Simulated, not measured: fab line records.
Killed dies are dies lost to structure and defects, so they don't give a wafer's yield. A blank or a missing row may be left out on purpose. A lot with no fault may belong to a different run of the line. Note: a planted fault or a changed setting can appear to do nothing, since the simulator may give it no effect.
8D (eight disciplines) problem report, filled in by code -- flow nand-harc -- the parts of the form that need people (team, actions taken, sign-off) are left out

## 1. THE ISSUE
Mean of thk-nm at NHARC_A_ONON_D1_THK_MEAS_18: 740 nm across 4 wafers in 2 lots; on wafers with no fault it is 994 nm (standard deviation 8.8). That is -29 standard deviations from the usual mean.
The step: measures by ellipsometry.
Earliest sighting: wafer L735.4 on film-metro-02 at day 14 06:14. At this step, 39 wafers from 13 lots have a number in the record. Rule for "out", or "out of limits": more than 4 standard deviations from the usual mean. All remaining wafers that have a number are taken as sound.

## 2. WHAT THIS IS AND IS NOT
question,is,is not
which readings at this step,thk-nm,-
which lots,"L735, L736","L720, L722, L723, L724, L725, L726, L730, L733, L739, L741, L742"
which wafers of those lots,"L735.4, L736.1, L736.4, L736.6","L735.3, L735.5"
read on which gauges,film-metro-02,film-metro-01
when,from day 14 06:14,"up to then (26 sound wafers); but 9 sound wafers of L739, L741, L742 came after"

## 3. THE SUSPECTS, EACH WITH WHAT RULES IT OUT
Counting: if a tool at a process step up to the reading ran every lot that is out, it stays a suspect. Sound lots after the first of them don't rule it out here, since some wafers of a struck lot are sound.
- the gauge at NHARC_A_ONON_D1_THK_MEAS_18: kept. All the wafers that are out were read on film-metro-02, and no step on other tools shows them out.
- rie-si-02 at NHARC_A_ZERO_WELL_ETCH_13 (etches the open film in HBr/Cl2, target depth 120 nm, time 40.1 s): kept. It processed each lot that is out (first: L735, day 12 22:29); up to then, its last sound lot is L733 (day 12 05:32).
- pecvd-onon-01 at NHARC_A_ONON_D1_DEP_16 (target thk 1000 nm): kept. It processed each lot that is out (first: L735, day 14 05:51); up to then, its last sound lot is L730 (day 12 03:35).
- Within rie-si-02 at NHARC_A_ZERO_WELL_ETCH_13: the wafers that are out ran in chambers 0, 2, 3; their sound lot-mates ran in chamber 1.
The count leaves rie-si-02 at NHARC_A_ZERO_WELL_ETCH_13, pecvd-onon-01 at NHARC_A_ONON_D1_DEP_16, and film-metro-02 at NHARC_A_ONON_D1_THK_MEAS_18.

## 4. THE CAUSE (what the simulator had put in)
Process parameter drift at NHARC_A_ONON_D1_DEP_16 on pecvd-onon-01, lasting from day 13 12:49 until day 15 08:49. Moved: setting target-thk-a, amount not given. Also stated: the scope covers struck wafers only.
This tool is one of the 3 suspects left after counting.

## 5. SEQUENCE OF EFFECTS, ordered by route
Each row: a reading where the mean over the struck wafers with a number is more than 3 standard deviations away from the usual. Scope: only readings with a usual standard deviation given in the record; hours: median across lots of the time from each lot's start at the first step in this table that gives one to its start at this step; sigmas: change in usual standard deviations.
hours,step,reading,usual,on struck wafers,change,sigmas
0,NHARC_A_ONON_D1_THK_MEAS_18,thk-nm,994 nm,740,-254,-29
Later measuring or inspecting steps at which every struck wafer that the step has a row for has a number for every such reading, and none has moved that far: NHARC_END_SORT_01.

## 6. HOW IT WOULD HAVE BEEN CAUGHT EARLIER
In this record the first reading out of limits at a measuring or inspecting step was taken at day 14 06:14, 17 hours after the fault began at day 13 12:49.
Of the lots that are out (2), L736 began NHARC_A_ONON_D1_DEP_16 on pecvd-onon-01 after day 14 06:14. It would have been spared by a hold on the tool at that moment.
